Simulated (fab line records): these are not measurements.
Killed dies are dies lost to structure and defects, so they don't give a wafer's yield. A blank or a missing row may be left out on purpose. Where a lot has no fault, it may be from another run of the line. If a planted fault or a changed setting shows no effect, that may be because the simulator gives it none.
Which tool is to blame? -- flow nandHarc -- Sampling: 6 lots, 18 wafers, 6 of 1302 route steps

WHAT THE GAUGES SHOWED, per wafer
NHARC_END_SORT_01.
lot,measured,on,killedAtOther
L557,day 24 20:38,prober-02,0 2 2
L559,day 25 03:10,prober-01,0 0 0
L565,day 27 17:22,prober-02,0 2 0
L571,day 29 22:19,prober-01,1 0 0
L575,day 33 04:34,prober-01,1 1 3
L579,day 33 11:34,prober-01,1 2 0

WHICH TOOL RAN EACH LOT (tool, then ch and the chambers of the sampled wafers, then the start)
lot,NHARC_A_BLC_DEGAS_30,NHARC_A_BLC_CVD_24,NHARC_A_M0_PVD_20,NHARC_A_M0_ECD_22,NHARC_A_M0_CMP_23
L557,"pvdSputter-02, day 23 02:47","cvdW-01 ch 0,1, day 23 06:41 or earlier","pvdSputter-02, day 23 06:41 or earlier","ecdCu-01 ch 0,1, day 23 06:41","cmp-03 ch 2,3, day 23 07:21"
L559,"pvdSputter-02, day 23 09:51","cvdW-01 ch 0,1, day 23 13:32 or earlier","pvdSputter-02, day 23 13:32 or earlier","ecdCu-02 ch 0,1, day 23 13:32","cmp-01 ch 1,2,3, day 23 14:20"
L565,"pvdSputter-01, day 25 19:12","cvdW-01 ch 0,1, day 25 23:25 or earlier","pvdSputter-03, day 25 23:25 or earlier","ecdCu-01 ch 0,1, day 25 23:25","cmp-03 ch 0,1, day 25 23:59"
L571,"pvdSputter-01, day 28 01:42","cvdW-01 ch 0,1, day 28 05:28 or earlier","pvdSputter-02, day 28 05:28 or earlier","ecdCu-01 ch 0,1, day 28 05:28","cmp-04 ch 1,2, day 28 06:07"
L575,"pvdSputter-01, day 30 17:35","cvdW-01 ch 0,1, day 30 21:36 or earlier","pvdSputter-03, day 30 21:36 or earlier","ecdCu-01 ch 0,1, day 30 21:36","cmp-04 ch 1,2,3, day 30 22:14"
L579,"pvdSputter-02, day 31 11:44","cvdW-02 ch 0,1, day 31 16:14 or earlier","pvdSputter-02, day 31 16:14 or earlier","ecdCu-02 ch 0,1, day 31 16:14","cmp-01 ch 1,2,3, day 31 16:55"
- NHARC_A_BLC_DEGAS_30: time 60 s.
- NHARC_A_BLC_CVD_24: deposits W, target thk 150 nm, time 434 s.
- NHARC_A_M0_PVD_20: deposits TaN, target thk 5 nm, time 8.06 s.
- NHARC_A_M0_ECD_22: material Cu, target thk 400 nm.
- NHARC_A_M0_CMP_23: polishes, t overpolish 20 s, target thk 113.75 nm.

THE ANSWER, worked out from the rows above alone
Rule: the usual values come from the lots themselves. The widest of any qualifying gaps counts: lots, ordered by their means at a reading, are off when they make up no more than a third of the lots, leave a main group of 4 or more, and stand apart from it by 3 or more times the standard deviation of that group's means. Not used: any main group whose means are identical at the precision the tables above print for the reading. Also off: a lot with no number at a reading for which 4 or more lots have one. The other lots that the step has rows for count as sound.
No lot is off on any of the readings shown, so nothing can be concluded from this.

WHAT THE SIMULATOR HAD PUT IN
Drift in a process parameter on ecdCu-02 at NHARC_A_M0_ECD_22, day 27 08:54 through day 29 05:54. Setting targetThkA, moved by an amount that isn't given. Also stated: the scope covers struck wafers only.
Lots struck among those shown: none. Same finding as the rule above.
